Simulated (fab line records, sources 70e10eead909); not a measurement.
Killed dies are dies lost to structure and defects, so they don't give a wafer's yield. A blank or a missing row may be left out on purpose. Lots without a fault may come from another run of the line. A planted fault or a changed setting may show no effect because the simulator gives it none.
fab line records | flow nand_harc
record lots=22 wafers=66 last_day=25
route steps=1159 shown A_STAIRCASE@618 A_SGD_CUT@765
lots that met no fault: from a run of the same line without faults
start_h: hours from the record's first day to the start of the lot's first wafer shown | wait_h: hours since the lot's step before | " the same as in the row above | L1.1+2: a row that stands for several wafers | - no value, or no start given | * or withheld: withheld | < > ~ a bound
route shown NAME@n: a module of which the file shows steps, and the number in the route of the first | usual: mean/standard deviation of fault-free wafers | same: alike in all rows | chamber/n: place in a boat | sites: the reading at each site | _std_site: their standard deviation | _edge_site: outer sites' mean less inner sites' | radius_mm: how far each site lies from the wafer's centre | mask NAME#n: copy n | behind: the tool/chamber that last shaped the wafer | hold: why the lot was held/for how many hours/how that ended | device: the transistor (n, p or np) that didn't switch | end of line: the same wafers' tests at the end of the route | a step without rows: its recipe alone | killed: dies lost to structure and defects at the first sort, not the wafer's yield | map: a wafer's dies, x killed, . not, _ none there
set.NAME: the setting as run; set.NAME@STEP: as run at that earlier step | model.NAME: the simulator's own value behind a step, which no gauge read
steps of the route over a sample of lots; a table a step, a row a wafer
services: from which hour (start_h, from the record's first day; less than 0 if before it) a tool's chamber was out of use, for how many hours, and why
## steps
# step NHARC_A_STAIRCASE_TRIM_224
# recipe time_s=211.2 o2_flow_sccm=500 ar_flow_sccm=0 bias_w=0 chemistry=O2
# usual chamber_pressure_mTorr=60.00/0.055 drypump_motor_current_A=5.8/0.35 oes_product_au=1.002/0.0093 rf_vpp_V=57.7/0.86 showerhead_plenum_p_Torr=3.53/0.14 throttle_valve_pct=17.036/0.0095
# columns lot.wafer tool chamber start_h wait_h chamber_pressure_mTorr drypump_motor_current_A oes_product_au rf_hours_counter_h rf_vpp_V showerhead_plenum_p_Torr throttle_valve_pct
L076.1 rie_diel-03 0 - - 60.02 5.9 1.007 10 57.0 3.53 17.056
L076.2 " 2 " " 60.02 5.9 0.998 8 56.8 3.67 17.027
L076.5 " 0 " " 60.03 5.9 1.001 - 57.9 3.53 17.041
L074.2 rie_diel-03 1 - - 59.93 5.7 1.013 10 58.3 3.56 17.044
L074.1 " 0 " " 59.94 5.9 1.009 10 58.0 3.53 17.030
L074.6 " 1 " " 59.99 5.7 1.002 - 58.5 3.56 17.045
L075.4 rie_diel-11 2 - - 60.01 5.4 1.014 21 57.8 3.68 17.025
L075.6 " 0 " " 59.97 6.1 1.007 - 57.7 3.57 17.036
L075.5 " 1 " " 60.04 5.8 1.000 - 58.0 3.57 17.025
L078.3 rie_diel-03 3 - - 59.99 5.7 0.992 17 57.7 3.39 17.041
L078.2 " 2 " " 60.10 5.9 1.000 14 57.3 3.67 17.054
L078.4 " 2 " " 59.96 5.9 0.996 - 56.7 3.67 17.037
L077.1 rie_diel-02 0 - - 59.96 6.3 0.999 38 57.9 3.44 17.044
L077.5 " 1 " " 60.06 5.1 1.015 - 57.5 3.28 17.036
L077.6 " 2 " " 60.06 5.7 1.023 - 57.7 3.44 17.036
L079.3 rie_diel-02 1 - - 59.95 5.1 1.002 40 57.2 3.28 17.032
L079.4 " 2 " " 60.00 5.7 1.018 44 57.3 3.44 17.034
L079.1 " 3 " " 60.00 6.5 0.999 44 58.7 3.27 17.033
L080.3 rie_diel-02 0 - - 60.02 6.3 0.993 41 56.5 3.44 17.031
L080.6 " 1 " " 60.02 5.1 1.004 - 56.3 3.28 17.024
L080.5 " 2 " " 59.97 5.7 1.005 - 57.2 3.44 17.026
L081.2 rie_diel-03 2 - - 60.05 5.9 0.989 18 57.0 3.66 17.049
L081.4 " 3 " " 60.06 5.8 0.987 21 57.5 3.39 17.035
L081.5 " 0 " " 60.03 5.9 1.004 - 59.5 3.53 17.047
L082.3 rie_diel-02 2 - - 59.99 5.6 1.002 52 57.7 3.43 17.024
L082.2 " 3 " " 60.00 6.4 1.009 52 57.2 3.27 17.034
L082.1 " 0 " " 59.95 6.3 0.985 49 58.2 3.43 17.034
L083.1 rie_diel-11 3 - - 60.03 5.5 0.994 37 57.3 3.58 17.014
L083.4 " 1 " " 60.14 5.8 0.993 34 57.9 3.56 17.028
L083.6 " 2 " " 60.05 5.4 1.007 - 58.5 3.67 17.021
L084.4 rie_diel-11 1 - - 60.11 5.9 0.992 36 59.1 3.56 17.045
L084.2 " 0 " " 60.04 6.1 1.000 29 57.4 3.56 17.047
L084.6 " 2 " " 59.96 5.4 1.017 - 58.8 3.67 17.044
L088.4 rie_diel-03 1 - - 59.97 5.7 1.004 30 57.6 3.55 17.036
L088.6 " 3 " " 59.98 5.7 0.991 - 57.5 3.38 17.056
L088.5 " 0 " " 59.97 5.9 1.003 - 58.4 3.52 17.039
L085.1 rie_diel-03 3 - - 59.99 5.7 0.990 37 58.6 3.38 17.034
L085.4 " 0 " " 59.89 5.9 1.012 33 57.7 3.52 17.035
L085.2 " 1 " " 60.03 5.7 1.018 31 59.7 3.55 17.032
L086.4 rie_diel-11 2 - - 59.98 5.4 1.013 50 57.8 3.67 17.048
L086.1 " 3 " " 60.07 5.5 1.001 51 57.5 3.57 17.042
L086.5 " 1 " " 60.04 5.9 0.997 - 58.1 3.56 17.024
L087.2 rie_diel-03 3 - - 59.95 5.7 0.987 46 56.2 3.38 17.028
L087.4 " 1 " " 60.02 5.7 1.008 40 57.7 3.54 17.041
L087.1 " 2 " " 59.98 5.9 0.983 43 58.5 3.65 17.026
L091.3 rie_diel-03 2 - - 60.04 5.9 1.000 44 59.5 3.65 17.054
L091.2 " 1 " " 60.07 5.7 1.010 41 57.7 3.54 17.026
L091.6 " 3 " " 59.94 5.7 0.994 - 56.4 3.37 17.047
L092.3 rie_diel-02 1 - - 60.01 5.1 0.993 7 59.3 3.80 17.040
L092.1 " 2 " " 59.94 5.7 1.014 7 57.0 3.43 17.061
L092.4 " 3 " " 59.96 6.5 1.000 7 58.3 3.80 17.028
L093.3 rie_diel-11 0 - - 60.06 6.1 0.994 50 56.9 3.55 17.035
L093.6 " 0 " " 60.07 6.1 0.994 - 57.1 3.55 17.039
L093.5 " 1 " " 60.06 5.8 0.990 - 58.4 3.55 17.032
L095.3 rie_diel-02 1 - - 59.89 5.1 1.001 10 60.3 3.80 17.053
L095.6 " 2 " " 59.86 5.7 1.014 - 56.8 3.42 17.033
L095.5 " 3 " " 60.03 6.5 1.004 - 58.8 3.80 17.038
L094.2 rie_diel-02 3 - - 59.97 6.5 1.002 10 58.1 3.80 17.026
L094.1 " 1 " " 59.98 5.1 1.000 10 59.0 3.80 17.032
L094.6 " 3 " " 59.98 6.4 1.006 - 58.8 3.80 17.046
L096.2 rie_diel-11 2 - - 59.95 5.4 1.005 3 57.8 3.66 17.041
L096.1 " 3 " " 59.95 5.5 1.002 2 57.6 3.56 17.021
L096.4 " 0 " " 59.99 6.1 1.015 2 56.8 3.55 17.051
L097.1 rie_diel-02 3 - - 60.00 6.5 1.002 17 58.0 3.80 17.034
L097.4 " 0 " " 59.96 6.3 0.994 18 57.7 3.42 17.030
L097.2 " 1 " " 59.97 5.1 0.996 19 58.2 3.80 17.054
# step NHARC_A_STAIRCASE_TRIM_231
# recipe time_s=211.2 o2_flow_sccm=500 ar_flow_sccm=0 bias_w=0 chemistry=O2
# usual chamber_pressure_mTorr=60.00/0.058 drypump_motor_current_A=5.8/0.38 oes_product_au=1.002/0.01 rf_vpp_V=57.9/0.96 showerhead_plenum_p_Torr=3.54/0.14 throttle_valve_pct=17.035/0.0094
# columns lot.wafer tool chamber start_h wait_h chamber_pressure_mTorr drypump_motor_current_A oes_product_au rf_hours_counter_h rf_vpp_V showerhead_plenum_p_Torr throttle_valve_pct
L076.1 rie_diel-02 0 - - 60.01 6.3 0.994 31 58.4 3.44 17.042
L076.2 " 2 " " 59.98 5.7 1.009 35 57.5 3.44 17.030
L076.5 " 0 " " 59.91 6.3 0.997 - 59.1 3.44 17.024
L074.2 rie_diel-03 3 - - 60.00 5.7 0.984 11 59.3 3.39 17.035
L074.1 " 0 " " 60.02 5.9 1.009 11 58.0 3.53 17.043
L074.6 " 1 " " 60.03 5.6 0.995 - 55.7 3.56 17.043
L075.4 rie_diel-02 0 - - 60.03 6.3 0.997 32 56.8 3.44 17.013
L075.6 " 0 " " 60.02 6.3 0.985 - 56.1 3.44 17.047
L075.5 " 1 " " 60.03 5.1 1.025 - 58.9 3.28 17.050
L078.3 rie_diel-03 2 - - 60.05 5.9 0.998 14 59.4 3.67 17.027
L078.2 " 3 " " 60.01 5.7 0.989 17 57.0 3.39 17.022
L078.4 " 0 " " 60.07 5.9 1.002 - 58.6 3.53 17.051
L077.1 rie_diel-11 2 - - 60.00 5.4 1.019 26 59.2 3.68 17.031
L077.5 " 2 " " 60.04 5.4 1.006 - 58.0 3.68 17.038
L077.6 " 3 " " 60.09 5.5 0.993 - 59.0 3.58 17.037
L079.3 rie_diel-03 3 - - 60.04 5.7 0.992 19 58.7 3.39 17.031
L079.1 " 0 " " 59.96 5.9 1.000 17 57.4 3.53 17.035
L079.4 " 2 " " 59.98 5.9 0.986 - 60.0 3.66 17.047
L080.3 rie_diel-02 1 - - 60.06 5.1 1.022 41 55.9 3.28 17.023
L080.6 " 2 " " 60.11 5.7 1.019 - 57.1 3.44 17.034
L080.5 " 3 " " 59.89 6.5 1.009 - 56.5 3.27 17.023
L081.2 rie_diel-11 2 - - 60.03 5.4 1.010 30 59.5 3.68 17.023
L081.4 " 0 " " 59.95 6.1 0.997 24 56.8 3.56 17.034
L081.5 " 2 " " 60.01 5.4 1.008 - 58.4 3.68 17.020
L082.1 rie_diel-02 2 - - 59.98 5.7 1.012 53 57.1 3.43 17.029
L082.3 " 3 " " 59.93 6.5 0.996 52 57.2 3.27 17.036
L082.2 " 0 " " 59.94 6.3 0.986 49 56.5 3.43 17.038
L083.1 rie_diel-11 1 - - 60.06 5.9 0.999 34 56.8 3.56 17.036
L083.4 " 0 " " 59.99 6.1 0.994 28 58.3 3.56 17.042
L083.6 " 2 " " 60.07 5.4 1.008 - 59.4 3.67 17.053
L084.4 rie_diel-11 2 - - 59.95 5.4 1.002 37 57.7 3.67 17.026
L084.2 " 3 " " 59.95 5.5 1.000 38 57.7 3.58 17.045
L084.6 " 2 " " 59.95 5.4 1.020 - 58.0 3.67 17.036
L088.4 rie_diel-03 0 - - 59.97 5.9 1.003 33 57.3 3.52 17.035
L088.5 " 3 " " 59.93 5.7 0.993 - 57.7 3.38 17.048
L088.6 " 0 " " 60.04 5.9 1.008 - 58.3 3.52 17.021
L085.2 rie_diel-03 3 - - 60.05 5.7 0.980 37 57.0 3.38 17.028
L085.4 " 0 " " 60.05 5.9 0.990 33 55.7 3.52 17.046
L085.1 " 1 " " 59.99 5.7 1.005 31 57.6 3.55 17.012
L086.1 rie_diel-11 3 - - 60.00 5.5 1.005 52 57.3 3.57 17.033
L086.4 " 2 " " 60.00 5.4 1.006 51 58.2 3.67 17.047
L086.5 " 0 " " 59.94 6.1 1.012 - 58.2 3.55 17.028
L087.1 rie_diel-03 3 - - 59.96 5.7 0.994 46 57.0 3.38 17.039
L087.4 " 0 " " 60.06 5.9 1.012 43 56.8 3.51 17.044
L087.2 " 1 " " 60.00 5.7 0.999 40 57.8 3.54 17.027
L091.3 rie_diel-02 3 - - 60.02 6.5 1.000 4 59.6 3.81 17.022
L091.2 " 0 " " 60.04 6.3 0.997 3 57.7 3.42 17.036
L091.6 " 2 " " 60.01 5.7 1.013 - 58.0 3.43 17.041
L092.3 rie_diel-02 1 - - 60.05 5.1 1.010 7 58.3 3.80 17.025
L092.4 " 3 " " 59.86 6.5 1.009 8 58.3 3.80 17.036
L092.1 " 0 " " 59.89 6.3 0.995 8 56.9 3.42 17.052
L093.3 rie_diel-11 1 - - 60.03 5.9 0.994 58 58.5 3.55 17.032
L093.5 " 1 " " 59.93 5.9 0.990 - 56.9 3.55 17.044
L093.6 " 2 " " 59.93 5.4 1.007 - 57.8 3.66 17.036
L095.3 rie_diel-03 3 - - 59.94 5.7 0.994 52 56.8 3.37 17.061
L095.6 " 3 " " 59.99 5.7 1.000 - 57.4 3.37 17.037
L095.5 " 0 " " 60.02 5.9 0.999 - 59.9 3.51 17.017
L094.1 rie_diel-02 2 - - 59.96 5.7 1.019 11 57.8 3.42 17.059
L094.2 " 3 " " 60.07 6.5 1.003 11 58.5 3.80 17.034
L094.6 " 2 " " 60.03 5.7 1.017 - 59.3 3.42 17.031
L096.4 rie_diel-02 2 - - 59.86 5.7 1.004 17 58.1 3.42 17.031
L096.1 " 3 " " 60.01 6.5 0.992 15 58.5 3.80 17.046
L096.2 " 0 " " 60.05 6.3 0.992 16 57.6 3.42 17.040
L097.4 rie_diel-02 1 - - 60.01 5.1 1.001 19 58.3 3.80 17.034
L097.1 " 2 " " 59.95 5.7 1.024 19 57.6 3.42 17.022
L097.2 " 3 " " 59.97 6.4 0.999 18 57.7 3.80 17.026
# step NHARC_A_STAIRCASE_TRIM_235
# recipe time_s=211.2 o2_flow_sccm=500 ar_flow_sccm=0 bias_w=0 chemistry=O2
# usual chamber_pressure_mTorr=60.00/0.054 drypump_motor_current_A=5.8/0.38 oes_product_au=1.001/0.0098 rf_vpp_V=57.8/0.93 showerhead_plenum_p_Torr=3.53/0.14 throttle_valve_pct=17.037/0.0088
# columns lot.wafer tool chamber start_h wait_h chamber_pressure_mTorr drypump_motor_current_A oes_product_au rf_hours_counter_h rf_vpp_V showerhead_plenum_p_Torr throttle_valve_pct
L076.2 rie_diel-02 1 - - 60.02 5.1 1.004 32 56.4 3.28 17.040
L076.1 " 3 " " 60.06 6.4 1.004 36 58.1 3.28 17.040
L076.5 " 1 " " 60.12 5.1 1.010 - 57.6 3.28 17.034
L074.1 rie_diel-03 0 - - 60.01 5.9 1.005 11 57.8 3.53 17.038
L074.2 " 2 " " 60.04 5.9 0.997 9 55.7 3.67 17.044
L074.6 " 0 " " 59.93 5.9 1.007 - 57.0 3.53 17.028
L075.4 rie_diel-02 3 - - 60.10 6.5 1.009 36 58.5 3.28 17.044
L075.5 " 1 " " 59.99 5.1 1.015 - 58.0 3.28 17.040
L075.6 " 2 " " 59.92 5.7 1.015 - 57.8 3.44 17.035
L077.1 rie_diel-11 1 - - 59.99 5.9 1.000 28 59.0 3.57 17.032
L077.6 " 3 " " 60.01 5.5 0.997 - 58.0 3.58 17.035
L077.5 " 0 " " 60.04 6.1 0.996 - 58.2 3.56 17.041
L078.3 rie_diel-03 0 - - 60.07 5.9 0.993 16 59.3 3.53 17.030
L078.2 " 2 " " 59.95 5.9 0.984 14 58.4 3.67 17.047
L078.4 " 2 " " 60.11 5.9 0.987 - 57.7 3.67 17.043
L080.3 rie_diel-02 0 - - 60.04 6.3 0.995 41 57.9 3.43 17.054
L080.5 " 1 " " 60.01 5.1 1.021 - 57.1 3.28 17.054
L080.6 " 2 " " 59.98 5.7 1.008 - 58.6 3.44 17.038
L079.1 rie_diel-03 3 - - 60.08 5.7 0.990 20 55.9 3.39 17.043
L079.3 " 2 " " 59.99 5.9 0.991 17 58.3 3.66 17.040
L079.4 " 2 " " 60.03 5.9 1.002 - 58.7 3.66 17.053
L081.2 rie_diel-11 2 - - 59.95 5.4 1.011 30 58.4 3.68 17.037
L081.4 " 3 " " 59.89 5.5 0.988 31 56.8 3.58 17.026
L081.5 " 0 " " 59.99 6.1 0.990 - 57.6 3.56 17.046
L082.2 rie_diel-02 3 - - 59.93 6.5 0.993 52 57.5 3.27 17.051
L082.3 " 0 " " 60.04 6.3 0.983 50 56.4 3.43 17.047
L082.1 " 2 " " 60.05 5.7 0.995 53 57.2 3.43 17.033
L083.4 rie_diel-11 3 - - 60.05 5.5 1.002 37 58.1 3.58 17.024
L083.1 " 0 " " 60.01 6.1 1.010 28 57.3 3.56 17.049
L083.6 " 2 " " 60.01 5.4 1.019 - 57.9 3.67 17.049
L084.2 rie_diel-11 0 - - 60.05 6.1 1.004 30 58.3 3.56 17.046
L084.4 " 1 " " 59.93 5.9 0.997 36 57.7 3.56 17.035
L084.6 " 0 " " 59.92 6.1 1.009 - 57.1 3.56 17.020
L088.4 rie_diel-03 0 - - 59.98 5.9 1.011 33 58.4 3.52 17.052
L088.5 " 1 " " 59.96 5.7 1.012 - 57.3 3.55 17.036
L088.6 " 2 " " 60.02 5.9 0.998 - 57.4 3.66 17.033
L085.1 rie_diel-03 0 - - 60.02 5.9 1.015 34 56.8 3.52 17.035
L085.4 " 1 " " 59.98 5.6 1.012 32 59.1 3.55 17.046
L085.2 " 2 " " 60.07 5.9 0.990 34 57.8 3.65 17.032
L086.4 rie_diel-11 1 - - 59.99 5.8 1.000 48 56.7 3.56 17.034
L086.1 " 2 " " 60.00 5.4 1.017 51 58.3 3.67 17.039
L086.5 " 0 " " 60.01 6.1 1.003 - 56.0 3.55 17.025
L087.2 rie_diel-03 1 - - 60.05 5.6 1.011 40 57.5 3.54 17.041
L087.4 " 2 " " 60.01 5.9 0.997 43 57.2 3.65 17.035
L087.1 " 3 " " 60.01 5.7 0.992 47 57.6 3.38 17.044
L091.2 rie_diel-02 3 - - 60.00 6.4 1.008 4 58.3 3.81 17.032
L091.3 " 0 " " 59.89 6.3 0.996 3 58.6 3.42 17.021
L091.6 " 1 " " 60.08 5.1 1.005 - 59.0 3.81 17.046
L092.1 rie_diel-02 2 - - 60.06 5.7 1.020 8 56.1 3.43 17.029
L092.3 " 3 " " 59.95 6.5 1.000 8 58.0 3.80 17.027
L092.4 " 0 " " 59.96 6.3 0.989 8 58.1 3.42 17.048
L093.3 rie_diel-11 1 - - 60.07 5.8 0.999 58 57.7 3.55 17.030
L093.5 " 1 " " 60.03 5.8 0.994 - 57.8 3.55 17.042
L093.6 " 2 " " 60.01 5.4 1.007 - 58.4 3.66 17.041
L095.3 rie_diel-03 2 - - 59.94 5.9 0.985 51 58.8 3.64 17.048
L095.6 " 0 " " 59.96 5.9 0.996 - 56.1 3.51 17.031
L095.5 " 1 " " 60.06 5.6 1.001 - 56.9 3.54 17.044
L094.1 rie_diel-02 1 - - 59.98 5.1 1.013 11 57.7 3.80 17.054
L094.2 " 0 " " 59.86 6.3 1.003 10 56.2 3.42 17.045
L094.6 " 2 " " 59.99 5.7 1.019 - 57.4 3.42 17.033
L096.4 rie_diel-02 0 - - 60.01 6.3 0.984 16 57.6 3.42 17.036
L096.2 " 2 " " 60.04 5.7 1.007 17 58.4 3.42 17.031
L096.1 " 3 " " 60.03 6.5 0.992 15 57.8 3.80 17.030
L097.1 rie_diel-02 1 - - 59.98 5.1 0.997 20 58.7 3.80 17.051
L097.4 " 2 " " 59.94 5.7 1.014 19 57.3 3.42 17.036
L097.2 " 3 " " 60.00 6.5 1.009 18 58.7 3.80 17.034
# step NHARC_A_STAIRCASE_STRIP_254
# recipe power_w=1500 temp_c=250 chemistry=O2
# usual drypump_motor_current_A=5.6/0.41 heater_power_w=307/18 temp_c=249.99/0.18
# columns lot.wafer tool chamber start_h wait_h drypump_motor_current_A heater_power_w rf_hours_counter_h temp_c
L076.1 plasma_asher-01 1 253.82 - 5.4 344 51 249.89
L076.2 " 0 " " 5.7 284 51 249.92
L076.5 " 0 " " 5.7 291 - 249.99
L074.2 plasma_asher-01 0 254.35 - 5.7 294 51 250.02
L074.1 " 1 " " 5.5 337 51 250.09
L074.6 " 0 " " 5.7 292 - 249.83
L075.4 plasma_asher-01 1 255.07 - 5.4 330 - 249.85
L075.5 " 1 " " 5.5 333 - 250.02
L075.6 " 0 " " 5.7 287 - 249.76
L077.1 plasma_asher-01 0 272.19 - 5.7 286 57 250.24
L077.6 " 0 " " 5.7 289 - 250.39
L077.5 " 1 " " 5.4 349 - 250.00
L078.2 plasma_asher-02 0 272.35 - 5.1 287 26 250.07
L078.4 " 0 " " 5.1 281 - 249.90
L078.3 " 1 " " 6.2 313 - 249.84
L080.3 plasma_asher-02 0 278.53 - 5.1 281 - 249.95
L080.5 " 1 " " 6.2 325 - 250.02
L080.6 " 0 " " 5.1 279 - 249.72
L079.1 plasma_asher-02 1 279.00 - 6.2 315 30 249.83
L079.3 " 0 " " 5.1 290 - 250.23
L079.4 " 1 " " 6.2 316 - 249.97
L081.2 plasma_asher-02 0 284.57 - 5.1 289 33 249.90
L081.4 " 0 " " 5.1 277 - 249.89
L081.5 " 1 " " 6.2 313 - 249.95
L082.1 plasma_asher-01 0 298.11 - 5.7 299 4 249.73
L082.2 " 1 " " 5.5 318 4 249.96
L082.3 " 1 " " 5.5 323 - 250.17
L083.1 plasma_asher-02 0 298.20 - 5.2 284 37 250.34
L083.4 " 0 " " 5.1 281 - 250.08
L083.6 " 0 " " 5.1 285 - 250.10
L084.2 plasma_asher-02 1 303.80 - 6.2 314 38 250.21
L084.4 " 1 " " 6.2 315 - 250.39
L084.6 " 0 " " 5.2 289 - 250.48
L088.4 plasma_asher-02 1 326.87 - 6.2 313 - 249.85
L088.5 " 1 " " 6.2 311 - 249.94
L088.6 " 0 " " 5.2 281 - 250.18
L085.2 plasma_asher-02 0 331.47 - 5.2 282 46 249.92
L085.1 " 1 " " 6.2 314 46 249.81
L085.4 " 1 " " 6.2 323 - 249.98
L086.1 plasma_asher-01 0 338.58 - 5.7 298 17 250.05
L086.4 " 1 " " 5.5 318 - 249.79
L086.5 " 1 " " 5.4 321 - 249.78
L087.2 plasma_asher-01 1 347.24 - 5.4 330 21 249.93
L087.1 " 0 " " 5.7 296 21 250.02
L087.4 " 0 " " 5.7 295 - 250.29
L091.2 plasma_asher-02 0 350.29 - 5.1 291 53 250.03
L091.3 " 1 " " 6.2 316 - 249.81
L091.6 " 0 " " 5.1 280 - 250.07
L092.1 plasma_asher-01 1 358.86 - 5.5 318 24 249.88
L092.4 " 0 " " 5.7 293 - 250.04
L092.3 " 1 " " 5.5 330 - 249.88
L093.3 plasma_asher-02 0 358.99 - 5.1 282 - 250.04
L093.5 " 1 " " 6.2 318 - 250.04
L093.6 " 0 " " 5.1 283 - 249.92
L095.3 plasma_asher-01 0 363.48 - 5.7 298 - 250.06
L095.5 " 0 " " 5.7 297 - 250.08
L095.6 " 1 " " 5.4 316 - 249.98
L094.2 plasma_asher-01 1 365.51 - 5.4 325 30 249.81
L094.1 " 0 " " 5.7 291 30 250.15
L094.6 " 0 " " 5.7 300 - 250.14
L096.2 plasma_asher-02 1 386.59 - 6.2 323 3 249.87
L096.1 " 0 " " 5.2 297 3 250.07
L096.4 " 1 " " 6.3 322 - 249.96
L097.2 plasma_asher-02 0 393.67 - 5.1 305 6 249.69
L097.1 " 1 " " 6.2 323 6 249.72
L097.4 " 1 " " 6.2 310 - 249.76
# step NHARC_A_STAIRCASE_CMP_152
# usual motor_current_A=12.0/1
# columns lot.wafer tool chamber start_h wait_h motor_current_A
L076.2 cmp-03 1 309.38 0.1 12.9
L076.1 " 3 " " 11.8
L076.5 " 2 " " 11.6
L075.4 cmp-02 3 309.78 0.1 13.0
L075.6 " 1 " " 13.4
L075.5 " 2 " " 11.3
L074.1 cmp-02 1 315.16 0.1 13.1
L074.2 " 3 " " 12.3
L074.6 " 2 " " 11.2
L077.1 cmp-01 0 329.86 0.1 12.0
L077.6 " 0 " " 12.4
L077.5 " 1 " " 13.7
L080.3 cmp-03 1 334.11 0.1 12.9
L080.6 " 1 " " 12.2
L080.5 " 2 " " 11.4
L079.1 cmp-01 3 334.57 0.1 12.8
L079.3 " 0 " " 11.3
L079.4 " 1 " " 13.8
L078.2 cmp-02 3 335.59 0.1 13.1
L078.3 " 0 " " 10.5
L078.4 " 2 " " 10.8
L081.2 cmp-02 3 347.14 0.1 12.7
L081.4 " 0 " " 10.2
L081.5 " 2 " " 11.6
L083.1 cmp-03 3 360.19 0.1 12.1
L083.4 " 1 " " 12.9
L083.6 " 2 " " 11.7
L082.3 cmp-02 3 360.53 0.1 12.3
L082.2 " 0 " " 10.2
L082.1 " 2 " " 11.8
L084.4 cmp-03 3 360.77 0.1 11.2
L084.2 " 0 " " 12.5
L084.6 " 2 " " 11.6
L088.4 cmp-03 3 380.90 0.1 12.2
L088.6 " 2 " " 11.4
L088.5 " 3 " " 12.3
L085.4 cmp-01 0 381.22 0.1 12.7
L085.1 " 1 " " 13.4
L085.2 " 2 " " 10.7
L086.4 cmp-01 2 391.75 0.1 11.0
L086.1 " 0 " " 11.5
L086.5 " 2 " " 11.3
L087.4 cmp-02 0 401.89 0.1 10.3
L087.2 " 1 " " 13.3
L087.1 " 2 " " 12.0
L091.3 cmp-03 2 403.89 0.1 11.4
L091.2 " 0 " " 12.6
L091.6 " 1 " " 12.8
L092.3 cmp-03 1 418.95 0.1 12.9
L092.4 " 2 " " 11.3
L092.1 " 0 " " 12.2
L094.2 cmp-01 2 419.00 0.1 11.0
L094.1 " 3 " " 12.1
L094.6 " 2 " " 11.3
L095.3 cmp-02 3 419.28 0.1 12.3
L095.6 " 0 " " 9.3
L095.5 " 1 " " 12.6
L093.3 cmp-02 1 420.44 0.1 12.1
L093.6 " 2 " " 11.9
L093.5 " 3 " " 12.8
L096.1 cmp-03 0 441.05 0.1 12.5
L096.2 " 1 " " 13.1
L096.4 " 2 " " 11.4
L097.2 cmp-02 1 452.14 0.1 13.9
L097.4 " 2 " " 11.6
L097.1 " 3 " " 13.2
# step NHARC_A_SGD_CUT_ETCH_16
# recipe target_depth_a=3105 time_s=155.2 c4f8_flow_sccm=withheld o2_flow_sccm=8 ar_flow_sccm=withheld rf_w=600 bias_w=800 chemistry=C4F8/O2/Ar
# usual chamber_pressure_mTorr=25.003/0.024 oes_product_au=0.971/0.014 rf_vpp_V=722/4.8
# columns lot.wafer tool chamber start_h wait_h chamber_pressure_mTorr oes_product_au rf_hours_counter_h rf_vpp_V
L076.2 rie_diel-04 2 - - 24.973 0.963 1 717
L076.1 " 3 " " 24.996 0.976 1 730
L076.5 " 0 " " 25.033 0.985 - 717
L075.4 rie_diel-06 3 - - 25.009 0.968 6 727
L075.6 " 2 " " 25.027 0.982 - 727
L075.5 " 3 " " 24.965 0.966 - 726
L074.2 rie_diel-05 2 - - 25.055 0.978 16 718
L074.1 " 0 " " 25.046 0.957 16 718
L074.6 " 2 " " 25.001 0.981 - 716
L077.1 rie_diel-05 2 - - 25.010 0.974 19 719
L077.6 " 2 " " 24.986 0.967 - 718
L077.5 " 0 " " 25.055 0.960 - 718
L080.3 rie_diel-05 2 - - 25.034 0.980 19 720
L080.5 " 2 " " 25.018 0.974 - 718
L080.6 " 0 " " 25.004 0.959 - 717
L079.4 rie_diel-06 0 - - 24.987 0.958 8 726
L079.1 " 2 " " 25.022 0.975 9 729
L079.3 " 3 " " 25.003 0.964 9 727
L078.3 rie_diel-05 2 - - 24.995 0.981 20 718
L078.2 " 0 " " 24.986 0.968 20 718
L078.4 " 1 " " 25.020 0.994 - 727
L081.4 rie_diel-04 3 - - 25.019 0.971 3 728
L081.2 " 1 " " 24.973 0.986 4 720
L081.5 " 2 " " 24.984 0.955 - 716
L083.1 rie_diel-04 3 - - 25.005 0.972 5 729
L083.4 " 1 " " 24.956 1.008 5 719
L083.6 " 2 " " 25.004 0.989 - 717
L082.3 rie_diel-04 0 - - 24.971 0.981 6 717
L082.2 " 1 " " 25.016 0.994 5 721
L082.1 " 2 " " 25.039 0.952 4 718
L084.2 rie_diel-05 2 - - 24.971 0.962 2 718
L084.4 " 3 " " 25.020 0.978 2 723
L084.6 " 1 " " 24.969 0.980 - 727
L088.4 rie_diel-05 2 - - 25.008 0.985 5 718
L088.5 " 1 " " 24.982 0.976 - 726
L088.6 " 2 " " 25.017 0.975 - 718
L085.4 rie_diel-06 0 - - 25.005 0.962 11 726
L085.1 " 1 " " 25.019 0.978 11 719
L085.2 " 3 " " 25.037 0.975 12 726
L086.1 rie_diel-04 3 - - 25.027 0.983 7 728
L086.4 " 0 " " 24.989 0.964 7 718
L086.5 " 2 " " 25.011 0.974 - 717
L087.2 rie_diel-04 2 - - 25.006 0.966 7 716
L087.1 " 3 " " 24.961 0.962 7 729
L087.4 " 0 " " 25.021 0.955 8 718
L091.3 rie_diel-06 1 - - 24.958 0.961 13 718
L091.2 " 3 " " 24.998 0.953 14 724
L091.6 " 1 " " 25.039 0.959 - 719
L092.3 rie_diel-04 2 - - 25.004 0.928 8 716
L092.1 " 3 " " 25.045 0.944 8 731
L092.4 " 0 " " 25.020 0.968 9 718
L094.2 rie_diel-05 2 - - 24.978 0.979 9 719
L094.1 " 0 " " 24.982 0.977 9 719
L094.6 " 1 " " 24.994 0.977 - 726
L095.3 rie_diel-04 0 - - 24.990 0.955 9 716
L095.5 " 3 " " 25.021 0.959 - 731
L095.6 " 0 " " 25.011 0.961 - 718
L093.3 rie_diel-04 3 - - 25.012 0.977 9 731
L093.6 " 1 " " 25.020 0.979 - 723
L093.5 " 2 " " 25.025 0.972 - 717
L096.2 rie_diel-06 3 - - 25.000 0.980 2 726
L096.1 " 0 " " 24.964 0.965 2 727
L096.4 " 0 " " 25.022 0.961 - 728
L097.4 rie_diel-06 3 - - 25.029 0.960 3 725
L097.2 " 0 " " 24.989 0.931 3 726
L097.1 " 1 " " 25.016 0.947 3 719
## services
# columns tool chamber start_h hours kind
cmp-02 - 228.11 4.0 pm
rie_diel-03 2 233.58 4.2 repair
rie_diel-04 - 254.37 0.4 repair
rie_diel-03 0 259.93 7.7 repair
rie_diel-03 1 267.17 12.7 repair
rie_diel-11 - 272.47 0.4 repair
plasma_asher-01 - 276.20 9.0 pm
rie_diel-04 - 288.90 9.0 pm
cmp-02 - 319.50 1.3 repair
cmp-02 - 326.11 4.0 pm
rie_diel-02 - 328.06 9.0 pm
rie_diel-11 - 339.93 0.7 repair
cmp-02 - 353.87 1.2 repair
plasma_asher-02 - 360.96 9.0 pm
rie_diel-03 1 362.93 8.5 repair
rie_diel-11 - 368.53 9.0 pm
plasma_asher-02 - 373.73 1.6 repair
rie_diel-03 - 392.40 9.0 pm
rie_diel-11 2 393.87 1.4 repair
cmp-02 - 395.13 0.6 repair
cmp-02 - 412.38 2.1 repair
plasma_asher-02 - 438.31 1.7 repair
rie_diel-11 3 441.22 4.3 repair
plasma_asher-01 - 453.20 9.0 pm
## key
fault none
